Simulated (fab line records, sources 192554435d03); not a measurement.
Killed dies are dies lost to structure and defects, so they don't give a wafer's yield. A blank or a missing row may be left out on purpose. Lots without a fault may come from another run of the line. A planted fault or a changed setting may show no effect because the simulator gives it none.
Chamber matching | flow n5_finfet | N5_BEOL_M13_VIA_ETCH_16 on rie_diel-04: 4 sister chambers
The step etches SiOC in C4F8/O2/Ar, target depth 921.7 nm. 16 wafers are shown with their chamber, then 8 later ones without.

WAFERS WITH THEIR CHAMBER
wafer  | chamber | oes_product_au (a.u.) | drypump_motor_current_A (A) | showerhead_plenum_p_Torr (Torr)
L075.3 | 1       | 0.81                  | 6.3                         | 3.44
L075.4 | 2       | 0.76                  | 5.9                         | 3.31
L075.6 | 1       | 0.80                  | 6.4                         | 3.44
L076.1 | 2       | 0.75                  | 5.9                         | 3.31
L076.5 | 3       | 0.74                  | 5.2                         | 3.44
L076.6 | 0       | 0.63                  | 5.7                         | 3.41
L077.2 | 1       | 0.80                  | 6.3                         | 3.44
L077.3 | 3       | 0.74                  | 5.3                         | 3.44
L077.6 | 1       | 0.79                  | 6.4                         | 3.44
L081.2 | 0       | 0.63                  | 5.7                         | 3.41
L081.5 | 2       | 0.75                  | 5.9                         | 3.30
L081.6 | 3       | 0.74                  | 5.2                         | 3.43
L087.1 | 0       | 0.63                  | 5.7                         | 3.41
L087.2 | 1       | 0.78                  | 6.3                         | 3.43
L087.3 | 2       | 0.75                  | 5.9                         | 3.30
L085.1 | 0       | 0.63                  | 5.7                         | 3.40

SIGNATURES (means of the wafers above)
reading                  | chamber 0 | chamber 1 | chamber 2 | chamber 3 | scatter within a chamber
oes_product_au           | 0.6300    | 0.7960    | 0.7525    | 0.7400    | 0.00704
drypump_motor_current_A  | 5.700     | 6.340     | 5.900     | 5.233     | 0.0394
showerhead_plenum_p_Torr | 3.4075    | 3.4380    | 3.3050    | 3.4367    | 0.00518
Rule: a wafer's distance from a chamber is the root of the sum, over the readings, of the square of ((its reading less the chamber's mean) divided by the reading's scatter). The wafer belongs to the nearest chamber; if the next one is less than 2 further off, it can't be placed. The scatter: the root of (the sum of the squares of (reading less its chamber's mean) over the shown wafers, divided by (wafers less chambers)).

WAFERS WITHOUT THEIR CHAMBER
wafer  | oes_product_au (a.u.) | drypump_motor_current_A (A) | showerhead_plenum_p_Torr (Torr)
L085.4 | 0.72                  | 5.3                         | 3.43
L085.5 | 0.73                  | 5.9                         | 3.30
L088.3 | 0.72                  | 5.2                         | 3.43
L088.4 | 0.73                  | 5.9                         | 3.30
L088.5 | 0.77                  | 6.3                         | 3.43
L095.1 | 0.62                  | 5.7                         | 3.40
L095.4 | 0.77                  | 6.4                         | 3.42
L095.6 | 0.76                  | 6.3                         | 3.42

WHICH CHAMBER EACH WENT THROUGH
wafer  | from the rows above | in truth
L085.4 | 3                   | 3
L085.5 | 2                   | 2
L088.3 | 3                   | 3
L088.4 | 2                   | 2
L088.5 | 1                   | 1
L095.1 | 0                   | 0
L095.4 | 1                   | 1
L095.6 | 1                   | 1
Placed correctly: 8 of 8. Can't be placed from these rows: 0. Placed wrongly: 0.
